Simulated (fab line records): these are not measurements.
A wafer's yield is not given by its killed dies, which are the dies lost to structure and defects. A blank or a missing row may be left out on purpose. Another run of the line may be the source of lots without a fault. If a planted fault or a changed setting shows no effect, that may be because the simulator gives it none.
Split-lot trial + flow n5 finfet + 21 wafers read from 7 lots, route of 1938 steps

THE SPLIT
At N5_BEOL_M7_COAT_71 (time 60 s, resist thk 5 nm), the setting spin rpm was moved away from the recipe's 1500 rpm on 5 of the 21 wafers read, by -6.0% to +8.8%. This setting was run at the recipe's value on the other wafers.

FROM THE SPLIT TO THE READING: what the file shows between them, 3 steps
- N5_BEOL_M7_COAT_22: resist thk 30 nm
- N5_BEOL_M7_EBR_24
- N5_BEOL_M7_DESCUM_33: chemistry O2, time 7 s

THE READING
etch.depth nm (the simulator's own value, which no gauge read), in nm, at N5_BEOL_M7_ETCH_72 (etches underlayer in N2/H2, target depth 6.5 nm, time 5.2 s). There is no usual value for it anywhere in the file. Here, 16 wafers ran the recipe; their average is 4.998 nm with a standard deviation of 0.017 nm.

| wafer  | tool, chamber at the split | spin rpm as run, rpm | against the recipe | etch.depth nm, nm | against lot-mates on the recipe |
|--------|----------------------------|----------------------|--------------------|-------------------|---------------------------------|
| L078.1 | litho track-04, 0          | 1500                 | recipe             | 4.965             | -                               |
| L078.2 | litho track-04, 0          | 1500                 | recipe             | 4.981             | -                               |
| L078.3 | litho track-04, 0          | 1632                 | +8.8%              | 4.765             | -0.208                          |
| L081.2 | litho track-03, 0          | 1500                 | recipe             | 5.003             | -                               |
| L081.4 | litho track-03, 0          | 1500                 | recipe             | 4.995             | -                               |
| L081.5 | litho track-03, 0          | 1410                 | -6.0%              | 5.151             | +0.152                          |
| L082.1 | litho track-03, 0          | 1500                 | recipe             | 5.019             | -                               |
| L082.5 | litho track-03, 0          | 1500                 | recipe             | 5.003             | -                               |
| L082.6 | litho track-03, 0          | 1500                 | recipe             | 5.018             | -                               |
| L087.1 | litho track-05, 0          | 1500                 | recipe             | 5.023             | -                               |
| L087.3 | litho track-05, 0          | 1500                 | recipe             | 5.02              | -                               |
| L087.4 | litho track-05, 0          | 1573                 | +4.9%              | 4.906             | -0.115                          |
| L088.1 | litho track-04, 0          | 1500                 | recipe             | 5.015             | -                               |
| L088.4 | litho track-04, 0          | 1563                 | +4.2%              | 4.901             | -0.114                          |
| L088.6 | litho track-04, 0          | 1563                 | +4.2%              | 4.896             | -0.119                          |
| L090.2 | litho track-04, 0          | 1500                 | recipe             | 4.971             | -                               |
| L090.4 | litho track-04, 0          | 1500                 | recipe             | 4.982             | -                               |
| L090.5 | litho track-04, 0          | 1500                 | recipe             | 4.991             | -                               |
| L097.1 | litho track-05, 0          | 1500                 | recipe             | 4.986             | -                               |
| L097.5 | litho track-05, 0          | 1500                 | recipe             | 4.995             | -                               |
| L097.6 | litho track-05, 0          | 1500                 | recipe             | 4.996             | -                               |

THE FIT
A straight line over all 21 wafers: etch.depth nm changes by -0.0248 nm for each +1% of spin rpm; r = -0.97; the points scatter about the line by 0.018 nm.
The same after taking each lot's own level away (the mean of its wafers on the recipe; 21 wafers): -0.0248 nm for each +1%; r = -0.99; scatter 0.0074 nm.
That fit puts the effect of the largest move of spin rpm on the reading at 0.22 nm.
The span of the lots' own levels, 4.9730 to 5.0215 nm, comes to 2.8 times the standard deviation stated above.
The two slopes are in agreement: the lot-to-lot level therefore moves the slope only a little.
Check: -0.227 nm against its lot-mates is what the line predicts for one of the wafers moved furthest among these (+8.8%) when that wafer is left out of the fit. Against them it came out at -0.208 nm.

THE OTHER SPLITS THESE WAFERS WENT THROUGH
Before the reading, these wafers also passed through other splits. Each is held against what the fit with the lots' levels taken away leaves over:
| other split on the same wafers | wafers away from the commonest value | r with etch.depth nm (lot level and that fit taken away) |
|--------------------------------|--------------------------------------|----------------------------------------------------------|
| N5_BEOL_M6_ETCH_62 time s      | 8                                    | +0.17                                                    |
| N5_BEOL_M7_COAT_64 spin rpm    | 7                                    | -0.04                                                    |

THE FILE'S OWN FIT
etch.depth nm changes by -0.0245 nm for each +1% of spin rpm, r = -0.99.
